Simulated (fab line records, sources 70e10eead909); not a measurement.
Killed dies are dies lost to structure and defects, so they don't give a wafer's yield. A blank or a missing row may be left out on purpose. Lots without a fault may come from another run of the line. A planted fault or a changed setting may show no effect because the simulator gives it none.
A struck lot beside a sound one | flow nand_harc | 14 steps out of a route of 1302
Sound: wafers L294.1, L294.3, L294.6. Struck: wafers L306.1, L306.3, L306.5. The cause comes at the end.
At each step with rows: each side's tool, then ch and its chambers, then its first start. Under that, the readings that differ: sound wafers | struck wafers | difference of the means | sigmas: that difference in standard deviations of wafers without a fault.
alike: readings whose means differ by less than 2 such deviations, and words and numbers that are the same on both sides. not compared: withheld readings, readings that some wafer has no value for, bounds like >300 that may hide the same value, and numbers for which the record gives no deviation and whose values overlap.
The two part at a step that has a row with sigmas, a row that says differs or no value, or rows on one side only. Numbers that don't overlap but have no deviation are shown without sigmas and don't part them. A reading that every wafer of one side lacks parts them only if that side has two wafers or more.

first, 4 steps without rows for these wafers: NHARC_A_CONTACT_EBR_38; NHARC_A_CONTACT_EXPOSE_39 (exposes mask A CC 3); NHARC_A_CONTACT_PEB_40 (peb time 65 s); NHARC_A_CONTACT_DEVELOP_41 (develop time 35 s).
NHARC_A_CONTACT_CD_MEAS_42: target cd 300 nm.
  sound on cd_sem-01 ch 0, day 22 03:16; struck on cd_sem-03 ch 0, day 27 02:17
  alike: cd_nm
NHARC_A_CONTACT_OVL_MEAS_43:
  sound on overlay-02, day 22 03:22; struck on overlay-02, day 27 02:23
  alike: overlay_x_nm, overlay_y_nm
NHARC_A_CONTACT_INSPECT_44:
  sound on defect_inspect-02, day 22 03:23; struck on defect_inspect-01, day 27 02:25
  alike: raw_defect_count
NHARC_A_CONTACT_DESCUM_47: chemistry O2, time 3 s.
  sound on rie_diel-03 ch 0,3, day 22 03:28; struck on rie_diel-04 ch 1,2,3, day 27 02:29
  alike: chamber_pressure_mTorr, drypump_motor_current_A, oes_product_au, rf_vpp_V, showerhead_plenum_p_Torr, throttle_valve_pct
  not compared: rf_hours_counter_h
then, 1 step without rows for these wafers: NHARC_A_CONTACT_ETCH_48 (etches the open film in CF4, target depth 39 nm, time 65 s).
NHARC_A_CONTACT_ETCH_49: etches the open film in N2/H2, target depth 260 nm, time 475.3 s.
  sound on rie_diel-03 ch 1,2; struck on rie_diel-04 ch 0,1,3
  alike: bias_w, chamber_pressure_mTorr, drypump_motor_current_A, n2_flow_sccm, oes_product_au, rf_vpp_V, showerhead_plenum_p_Torr, throttle_valve_pct
  not compared: rf_hours_counter_h
NHARC_A_CONTACT_ETCH_50: etches the open film in CF4/CHF3, target depth 121 nm, time 60.5 s.
  sound on rie_diel-03 ch 2,3; struck on rie_diel-04 ch 2,3
  alike: bias_w, cf4_flow_sccm, chamber_pressure_mTorr, drypump_motor_current_A, oes_product_au, rf_vpp_V, showerhead_plenum_p_Torr, throttle_valve_pct
  not compared: rf_hours_counter_h
NHARC_A_CONTACT_ETCH_51: etches the open film in O2/COS, target depth 7000 nm, time 1820 s.
  sound on rie_diel-03 ch 1,2,3; struck on rie_diel-04 ch 0,3
  alike: bias_w, chamber_pressure_mTorr, cos_flow_sccm, drypump_motor_current_A, oes_product_au, rf_vpp_V, showerhead_plenum_p_Torr, throttle_valve_pct
  not compared: rf_hours_counter_h
NHARC_A_CONTACT_ETCH_111: etches the open film in C4F8/O2/Ar, time 140 s, target depth 700 nm.
  sound on har_cap_etch-02 ch 0,1, day 22 06:04; struck on har_cap_etch-03 ch 1, day 27 04:20
  no value came back on the struck wafers for chamber_pressure_mTorr (mTorr), oes_air_line_au (a.u.); on the sound wafers chamber_pressure_mTorr (mTorr) reads 19.991 20.011 20.002
  not compared: rf_hours_counter_h
NHARC_A_CONTACT_ETCH_112: etches the open film in C4F8/O2/Ar, time 190 s, target depth 1850 nm.
  sound on har_cap_etch-02 ch 0,1, day 22 06:16; struck on har_cap_etch-03 ch 1, day 27 04:32
  alike: chamber_pressure_mTorr, oes_air_line_au
  not compared: rf_hours_counter_h

WHERE THEY PART
Only at NHARC_A_CONTACT_ETCH_111, within this record. Later steps at which nothing parts them and some readings are alike: NHARC_A_CONTACT_ETCH_112.

WHY: what the simulator had put in
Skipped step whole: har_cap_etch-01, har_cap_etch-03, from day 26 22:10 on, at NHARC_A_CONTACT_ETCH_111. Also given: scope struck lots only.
